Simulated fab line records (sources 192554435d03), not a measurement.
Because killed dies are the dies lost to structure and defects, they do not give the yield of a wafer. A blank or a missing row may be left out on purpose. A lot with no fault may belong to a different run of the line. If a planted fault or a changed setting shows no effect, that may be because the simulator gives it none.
Matching of chambers / flow n5 finfet / N5_FIN_CUT_CUT_ETCH_27 on rie diel-02: 4 sister chambers
The step etches SiO2 in CHF3/O2, target depth 4 nm, overetch 2 nm, time 4.9 s. 4 wafers are shown with their chamber, then 7 later ones without.

== WAFERS, EACH WITH ITS CHAMBER ==
wafer=L079.1; chamber=0; drypump motor current A (A)=5.1
wafer=L082.5; chamber=3; drypump motor current A (A)=5.6
wafer=L083.1; chamber=1; drypump motor current A (A)=5.6
wafer=L083.4; chamber=2; drypump motor current A (A)=6.1

== WAFERS WHOSE CHAMBER IS MISSING ==
wafer=L083.5; drypump motor current A (A)=6.1
wafer=L087.1; drypump motor current A (A)=5.6
wafer=L087.5; drypump motor current A (A)=5.1
wafer=L087.6; drypump motor current A (A)=5.7
wafer=L094.1; drypump motor current A (A)=5.1
wafer=L094.2; drypump motor current A (A)=5.6
wafer=L094.3; drypump motor current A (A)=6.1

== THE CHAMBER EACH PASSED THROUGH ==
wafer=L083.5; from the rows above=2; in truth=2
wafer=L087.1; from the rows above=can't be placed: 1 or 3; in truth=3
wafer=L087.5; from the rows above=0; in truth=0
wafer=L087.6; from the rows above=can't be placed: 1 or 3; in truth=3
wafer=L094.1; from the rows above=0; in truth=0
wafer=L094.2; from the rows above=can't be placed: 1 or 3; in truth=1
wafer=L094.3; from the rows above=2; in truth=2
4 of 7 placed correctly. Can't be placed from these rows: 3 (the true chamber is among the candidates in 3). Wrongly placed: 0.
How it was worked out, from the rows above alone: a wafer's distance from a chamber is the root of the sum, over the readings, of the square of ((its reading less the chamber's mean) divided by the reading's scatter). If the next closest chamber is less than 2 further off than the closest, the wafer can't be placed; otherwise it belongs to the closest. The mean given for a chamber averages the wafers shown for that chamber. The scatter: with one shown wafer a chamber, the root of the mean of the squares of how far each hidden wafer lies from its nearest shown one.
